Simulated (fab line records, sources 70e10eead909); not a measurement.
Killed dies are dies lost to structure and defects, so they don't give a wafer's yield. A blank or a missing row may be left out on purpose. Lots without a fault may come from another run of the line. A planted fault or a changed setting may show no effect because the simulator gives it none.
Chamber matching | flow nand_harc | NHARC_A_BLC_STRIP_29 on rie_diel-11: 4 sister chambers
The step strips in CF4. 8 wafers are shown with their chamber, then 7 later ones without.

WAFERS WITH THEIR CHAMBER
wafer  | chamber | drypump_motor_current_A (A) | oes_product_au (a.u.)
L201.1 | 0       | 5.5                         | 0.991
L200.4 | 1       | 6.1                         | 1.003
L200.5 | 3       | 5.6                         | 1.005
L205.1 | 2       | 5.6                         | 1.003
L205.2 | 0       | 5.5                         | 0.998
L205.5 | 1       | 6.1                         | 1.007
L206.1 | 2       | 5.6                         | 1.004
L206.3 | 3       | 5.7                         | 1.019

WAFERS WITHOUT THEIR CHAMBER
wafer  | drypump_motor_current_A (A) | oes_product_au (a.u.)
L206.4 | 6.1                         | 1.001
L209.2 | 5.6                         | 1.011
L209.5 | 5.5                         | 0.998
L209.6 | 5.6                         | 1.014
L210.1 | 5.6                         | 1.023
L210.3 | 6.1                         | 1.007
L210.5 | 5.7                         | 1.018

WHICH CHAMBER EACH WENT THROUGH
wafer  | from the rows above     | in truth
L206.4 | 1                       | 1
L209.2 | can't be placed: 2 or 3 | 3
L209.5 | 0                       | 0
L209.6 | can't be placed: 3 or 2 | 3
L210.1 | can't be placed: 3 or 2 | 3
L210.3 | 1                       | 1
L210.5 | 3                       | 3
Placed correctly: 4 of 7. Can't be placed from these rows: 3 (the true chamber is among the candidates in 3). Placed wrongly: 0.
How it was worked out, from the rows above alone: a wafer's distance from a chamber is the root of the sum, over the readings, of the square of ((its reading less the chamber's mean) divided by the reading's scatter). The wafer belongs to the nearest chamber; if the next one is less than 2 further off, it can't be placed. A chamber's mean is the mean of its shown wafers. The scatter: the root of (the sum of the squares of (reading less its chamber's mean) over the shown wafers, divided by (wafers less chambers)).
